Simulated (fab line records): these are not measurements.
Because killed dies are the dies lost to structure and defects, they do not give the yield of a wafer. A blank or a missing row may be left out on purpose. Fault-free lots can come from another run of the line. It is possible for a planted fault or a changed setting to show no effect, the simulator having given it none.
Which tool was responsible? / flow n5Finfet / 8 lots with 24 wafers sampled at 3 steps, on a route of 1938 steps

WHAT EACH GAUGE READ, for each wafer
N5_MOL_CONTACT_COAG_CD_MEAS_137: the cd target is 16 nm.
lot=L076; measured=day 5 16:02; on=cdSem-02; cdNm (nm)=15.8 15.8 15.6
lot=L078; measured=day 6 06:48; on=cdSem-02; cdNm (nm)=15.7 16.8 15.8
lot=L081; measured=day 6 20:23; on=cdSem-02; cdNm (nm)=15.5 16.0 15.3
lot=L084; measured=day 7 13:34; on=cdSem-02; cdNm (nm)=16.3 15.8 16.2
lot=L086; measured=day 8 02:10; on=cdSem-02; cdNm (nm)=15.7 15.4 15.7
lot=L088; measured=day 8 14:47; on=cdSem-03; cdNm (nm)=15.6 16.2 15.5
lot=L090; measured=day 9 03:20; on=cdSem-01; cdNm (nm)=16.7 16.8 16.0
lot=L095; measured=day 10 06:41; on=cdSem-03; cdNm (nm)=15.8 15.3 16.2

EACH LOT AND THE TOOL THAT RAN IT (in order: tool; ch and the chambers of the sampled wafers; start)
lot=L076; N5_MOL_CONTACT_COAG_ETCH_90=rieDiel-04 ch 0,1, day 5 15:17; N5_MOL_CONTACT_COAG_ETCHBACK_135=rieDiel-04 ch 0,1,3, day 5 15:40
lot=L078; N5_MOL_CONTACT_COAG_ETCH_90=rieDiel-06 ch 0,2, day 6 05:33; N5_MOL_CONTACT_COAG_ETCHBACK_135=rieDiel-04 ch 1,2, day 6 06:26
lot=L081; N5_MOL_CONTACT_COAG_ETCH_90=rieDiel-05 ch 0,2, day 6 19:30; N5_MOL_CONTACT_COAG_ETCHBACK_135=rieDiel-06 ch 2,3, day 6 20:01
lot=L084; N5_MOL_CONTACT_COAG_ETCH_90=rieDiel-05 ch 1,3, day 7 12:49; N5_MOL_CONTACT_COAG_ETCHBACK_135=rieDiel-05 ch 0,1,3, day 7 13:11
lot=L086; N5_MOL_CONTACT_COAG_ETCH_90=rieDiel-04 ch 0,1, day 8 01:19; N5_MOL_CONTACT_COAG_ETCHBACK_135=rieDiel-06 ch 1,2,3, day 8 01:49
lot=L088; N5_MOL_CONTACT_COAG_ETCH_90=rieDiel-04 ch 0,2,3, day 8 14:02; N5_MOL_CONTACT_COAG_ETCHBACK_135=rieDiel-06 ch 0,3, day 8 14:25
lot=L090; N5_MOL_CONTACT_COAG_ETCH_90=rieDiel-06 ch 0,1, day 9 02:34; N5_MOL_CONTACT_COAG_ETCHBACK_135=rieDiel-04 ch 0,3, day 9 02:58
lot=L095; N5_MOL_CONTACT_COAG_ETCH_90=rieDiel-04 ch 0,2,3, day 10 05:53; N5_MOL_CONTACT_COAG_ETCHBACK_135=rieDiel-04 ch 0,2, day 10 06:19
- N5_MOL_CONTACT_COAG_ETCH_90: etches SiARC in CF4, target depth 13 nm, time 21.7 s.
- N5_MOL_CONTACT_COAG_ETCHBACK_135: etches SiO2 in CHF3, target depth 25 nm, time 16.7 s.

THE ANSWER, worked out from the rows above alone
Rule: what is usual is taken from the lots themselves. The widest of any qualifying gaps counts: lots, ordered by their means at a reading, are off when they make up no more than a third of the lots, leave a main group of 4 or more, and stand apart from it by 3 or more times the standard deviation of that group's means. If all means in a main group match to the digits the tables above print for the reading, that group is not used. Also off: a lot with no number at a reading for which 4 or more lots have one. Any other lot the step has rows for is counted as sound.
None of the lots is off at any reading shown; this tells nothing.

WHAT HAD BEEN PUT IN BY THE SIMULATOR
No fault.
